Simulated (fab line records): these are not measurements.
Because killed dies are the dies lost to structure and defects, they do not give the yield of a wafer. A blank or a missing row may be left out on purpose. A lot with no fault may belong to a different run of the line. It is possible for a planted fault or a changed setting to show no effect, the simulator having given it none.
Which tool is to blame? | flow nand_harc | 12 lots, 36 wafers sampled, at 5 steps of a route of 1159

WHAT EACH GAUGE READ, for each wafer
NHARC_END_SORT_01. Usual: killed_at_array 28, standard deviation 10; killed_at_other 0.5, standard deviation 0.82; killed_at_periphery 3.4, standard deviation 2.2; killed_dies 31, standard deviation 10; killed_open 3.4, standard deviation 1.9; killed_short 1.9, standard deviation 1.3.
lot  | measured     | on        | killed_at_array | killed_at_other | killed_at_periphery | killed_dies | killed_open | killed_short | flag
L573 | day 22 03:38 | prober-02 | 670 674 669     | 0 0 0           | 7 3 8               | 677 677 677 | 0 5 6       | 2 0 1        | OFF
L572 | day 22 13:51 | prober-02 | 669 671 670     | 0 0 1           | 8 6 6               | 677 677 677 | 1 4 6       | 1 1 0        | OFF
L574 | day 22 04:23 | prober-01 | 675 677 677     | 0 0 0           | 2 0 0               | 677 677 677 | 5 1 0       | 0 3 3        | OFF

TOOL THAT RAN EACH LOT (tool first, then ch and the chambers of the sampled wafers, then the start)
lot  | NHARC_A_CHANNEL_FILL_D1_RTA_24   | NHARC_A_STAIRCASE_DESCUM_11        | NHARC_A_STAIRCASE_ETCH_13          | NHARC_A_STAIRCASE_ETCH_21
L566 | rtp_anneal-02 ch 0, day 11 08:20 | rie_diel-02 ch 0,2,3, day 11 11:20 | rie_diel-02 ch 1,2,3, day 11 11:35 | rie_diel-02 ch 1,2,3, no start
L567 | rtp_anneal-01 ch 0, day 11 15:15 | rie_diel-10 ch 0,1,3, day 11 18:27 | rie_diel-10 ch 0,1,3, day 11 19:40 | rie_diel-10 ch 0,1,3, no start
L568 | rtp_anneal-02 ch 0, day 11 21:46 | rie_diel-06 ch 1,2,3, day 12 01:00 | rie_diel-06 ch 1,2, day 12 01:28   | rie_diel-02 ch 0,2,3, no start
L569 | rtp_anneal-01 ch 0, day 12 04:22 | rie_diel-02 ch 0,2,3, day 12 07:32 | rie_diel-02 ch 1,2, day 12 07:46   | rie_diel-10 ch 0,3, no start
L573 | rtp_anneal-02 ch 0, day 13 01:41 | rie_diel-10 ch 1,2,3, day 13 05:04 | rie_diel-10 ch 0,1,2, day 13 05:25 | rie_diel-06 ch 1,3, day 22 03:38 or earlier
L572 | rtp_anneal-01 ch 0, day 13 05:28 | rie_diel-06 ch 0,1, day 13 08:51   | rie_diel-06 ch 1,2,3, day 13 09:06 | rie_diel-06 ch 0,1,2, day 22 13:51 or earlier
L574 | rtp_anneal-01 ch 0, day 13 14:55 | rie_diel-10 ch 1,2, day 13 17:44   | rie_diel-10 ch 0,1,2, day 13 17:58 | rie_diel-02 ch 0,2, day 22 04:23 or earlier
L582 | rtp_anneal-02 ch 0, day 15 05:56 | rie_diel-06 ch 0,2,3, day 15 09:13 | rie_diel-06 ch 0,1,3, day 15 09:28 | rie_diel-06 ch 0,1,2, no start
L583 | rtp_anneal-01 ch 0, day 15 18:10 | rie_diel-06 ch 1,2,3, day 15 21:34 | rie_diel-06 ch 0,1,3, day 15 22:04 | rie_diel-06 ch 0,2,3, no start
L585 | rtp_anneal-02 ch 0, day 15 18:10 | rie_diel-06 ch 0,1,2, day 15 21:37 | rie_diel-06 ch 0,2,3, day 15 22:06 | rie_diel-02 ch 0,3, no start
L584 | rtp_anneal-01 ch 0, day 15 22:04 | rie_diel-06 ch 2,3, day 16 01:03   | rie_diel-06 ch 0,2, day 16 01:17   | rie_diel-06 ch 1,2,3, no start
L586 | rtp_anneal-01 ch 0, day 16 18:24 | rie_diel-10 ch 0,2,3, day 16 21:31 | rie_diel-10 ch 0,2,3, day 16 21:45 | rie_diel-02 ch 0,1,2, no start
- NHARC_A_CHANNEL_FILL_D1_RTA_24: time 5 s.
- NHARC_A_STAIRCASE_DESCUM_11: chemistry O2, time 3 s.
- NHARC_A_STAIRCASE_ETCH_13: etches the open film in C4F8/O2, target depth 100 nm, time 40.5 s.
- NHARC_A_STAIRCASE_ETCH_21: etches the open film in C4F8/O2, target depth 100 nm, time 40.5 s.

WHAT THE TOOLS THEMSELVES READ (means of the sampled wafers that have a number; where no wafer has one, the mark that the record gives instead)
NHARC_A_CHANNEL_FILL_D1_RTA_24. Usual: lamp_power_pct 31 %, standard deviation 3.5; lamp_zone_3_pct 31 %, standard deviation 3.5; wafer_temp_C_max 1004.8, standard deviation 2.5.
lot  | tool          | lamp_power_pct (%) | lamp_zone_3_pct (%) | wafer_temp_C_max | flag
L566 | rtp_anneal-02 | 35                 | 35                  | 1007.4           |
L567 | rtp_anneal-01 | 28                 | 28                  | 1003.0           |
L568 | rtp_anneal-02 | 35                 | 35                  | 1008.4           |
L569 | rtp_anneal-01 | 28                 | 28                  | 1003.1           |
L573 | rtp_anneal-02 | 35                 | 35                  | 1009.0           |
L572 | rtp_anneal-01 | 28                 | 28                  | 1002.5           |
L574 | rtp_anneal-01 | 28                 | 28                  | 1003.1           |
L582 | rtp_anneal-02 | 35                 | 35                  | 1006.8           |
L583 | rtp_anneal-01 | 28                 | 28                  | 1002.4           |
L585 | rtp_anneal-02 | 35                 | 35                  | 1007.8           |
L584 | rtp_anneal-01 | 28                 | 28                  | 1002.6           |
L586 | rtp_anneal-01 | 28                 | 28                  | 1003.0           |

NHARC_A_STAIRCASE_DESCUM_11. Usual: drypump_motor_current_A 6.0 A, standard deviation 0.37; mfc_ar_sccm 0.008 sccm, standard deviation 0.011; oes_product_au 0.999 a.u., standard deviation 0.01; rf_vpp_V 57.7 V, standard deviation 0.93; showerhead_plenum_p_Torr 1.94 Torr, standard deviation 0.093; throttle_valve_pct 11.311 %, standard deviation 0.0097.
lot  | tool        | drypump_motor_current_A (A) | mfc_ar_sccm (sccm) | oes_product_au (a.u.) | rf_vpp_V (V) | showerhead_plenum_p_Torr (Torr) | throttle_valve_pct (%) | flag
L566 | rie_diel-02 | 5.9                         | 0.008              | 0.993                 | 57.7         | 1.88                            | 11.312                 |
L567 | rie_diel-10 | 6.0                         | 0.011              | 1.005                 | 57.3         | 1.95                            | 11.318                 |
L568 | rie_diel-06 | 5.8                         | 0.008              | 1.008                 | 58.1         | 2.01                            | 11.303                 |
L569 | rie_diel-02 | 5.9                         | 0.008              | 0.991                 | 56.9         | 1.88                            | 11.313                 |
L573 | rie_diel-10 | 6.0                         | 0.001              | 0.993                 | 57.0         | 1.93                            | 11.303                 |
L572 | rie_diel-06 | 6.3                         | 0.004              | 0.985                 | 56.7         | 1.94                            | 11.309                 |
L574 | rie_diel-10 | 5.9                         | 0.000              | 0.997                 | 58.1         | 2.03                            | 11.305                 |
L582 | rie_diel-06 | 6.0                         | 0.004              | 1.005                 | 58.1         | 1.94                            | 11.305                 |
L583 | rie_diel-06 | 5.8                         | 0.008              | 1.009                 | 58.5         | 2.00                            | 11.318                 |
L585 | rie_diel-06 | 6.0                         | 0.008              | 1.014                 | 57.3         | 1.96                            | 11.324                 |
L584 | rie_diel-06 | 5.7                         | 0.009              | 1.017                 | 57.5         | 1.96                            | 11.304                 |
L586 | rie_diel-10 | 6.2                         | 0.011              | 0.995                 | 58.0         | 2.02                            | 11.306                 |

NHARC_A_STAIRCASE_ETCH_13. Usual: bias_w 1000.3 W, standard deviation 2.6; chamber_pressure_mTorr 25.000 mTorr, standard deviation 0.022; oes_product_au 0.938 a.u., standard deviation 0.017; rf_vpp_V 898 V, standard deviation 5.9.
lot  | tool        | bias_w (W) | chamber_pressure_mTorr (mTorr) | oes_product_au (a.u.) | rf_vpp_V (V) | flag
L566 | rie_diel-02 | 999.9      | 25.009                         | 0.937                 | 895          |
L567 | rie_diel-10 | 1000.5     | 25.001                         | 0.931                 | 897          |
L568 | rie_diel-06 | 1001.2     | 24.987                         | 0.940                 | 903          |
L569 | rie_diel-02 | 1000.8     | 24.970                         | 0.948                 | 893          |
L573 | rie_diel-10 | -          | -                              | -                     | -            | OFF
L572 | rie_diel-06 | -          | -                              | -                     | -            | OFF
L574 | rie_diel-10 | -          | -                              | -                     | -            | OFF
L582 | rie_diel-06 | 1001.2     | 24.994                         | 0.950                 | 900          |
L583 | rie_diel-06 | 1000.1     | 25.022                         | 0.938                 | 900          |
L585 | rie_diel-06 | 1001.1     | 24.996                         | 0.928                 | 897          |
L584 | rie_diel-06 | 1002.7     | 24.993                         | 0.940                 | 895          |
L586 | rie_diel-10 | 1001.3     | 24.988                         | 0.948                 | 902          |

NHARC_A_STAIRCASE_ETCH_21. Usual: bias_w 1000.2 W, standard deviation 3; chamber_pressure_mTorr 25.002 mTorr, standard deviation 0.022; oes_product_au 0.947 a.u., standard deviation 0.018; rf_vpp_V 897 V, standard deviation 6.1.
lot  | tool        | bias_w (W) | chamber_pressure_mTorr (mTorr) | oes_product_au (a.u.) | rf_vpp_V (V) | flag
L566 | rie_diel-02 | 998.7      | 24.999                         | 0.945                 | 896          |
L567 | rie_diel-10 | 997.5      | 25.013                         | 0.945                 | 898          |
L568 | rie_diel-02 | 999.8      | 25.001                         | 0.916                 | 894          |
L569 | rie_diel-10 | 1000.6     | 25.003                         | 0.970                 | 891          |
L573 | rie_diel-06 | 1001.3     | 24.997                         | 0.975                 | 904          |
L572 | rie_diel-06 | 1001.4     | 24.998                         | 0.939                 | 900          |
L574 | rie_diel-02 | 998.9      | 24.990                         | 0.962                 | 891          |
L582 | rie_diel-06 | 1000.4     | 24.998                         | 0.948                 | 900          |
L583 | rie_diel-06 | 998.4      | 24.988                         | 0.961                 | 898          |
L585 | rie_diel-02 | 1002.2     | 25.000                         | 0.953                 | 893          |
L584 | rie_diel-06 | 998.9      | 24.964                         | 0.947                 | 901          |
L586 | rie_diel-02 | 998.4      | 25.020                         | 0.971                 | 892          |

THE ANSWER, worked out from the rows above alone
Rule: a lot is off if the mean of its wafers that have a number lies more than 3 standard deviations from the usual mean. Also off: a lot with no number at a reading for which 4 or more lots have one. All remaining lots with rows at the step are treated as sound. First the gauges in route order, then the tools' own readings, where a lot's mean is used as printed above. At the first step where some lot is off, the reading lying furthest off is the one used; lots without a number count as furthest.
Off, at NHARC_END_SORT_01 on killed_at_array: L573, L572, L574. Neither off nor sound, because the step has no rows for them: L566, L567, L568, L569, L582, L583, L585, L584, L586.
If a tool, at a process step before that reading, ran all the lots that are off and no sound lot after the first of them, it fits. The gauges at NHARC_END_SORT_01 aren't tried: what is off there is off at NHARC_A_STAIRCASE_ETCH_13 too, on other tools, and a gauge's error can't cause that. Because NHARC_A_STAIRCASE_ETCH_21 lacks a start for some lots, the hours and order of its lots are taken from NHARC_END_SORT_01. Not one of the candidates tried fits.

WHAT WAS PUT IN BY THE SIMULATOR
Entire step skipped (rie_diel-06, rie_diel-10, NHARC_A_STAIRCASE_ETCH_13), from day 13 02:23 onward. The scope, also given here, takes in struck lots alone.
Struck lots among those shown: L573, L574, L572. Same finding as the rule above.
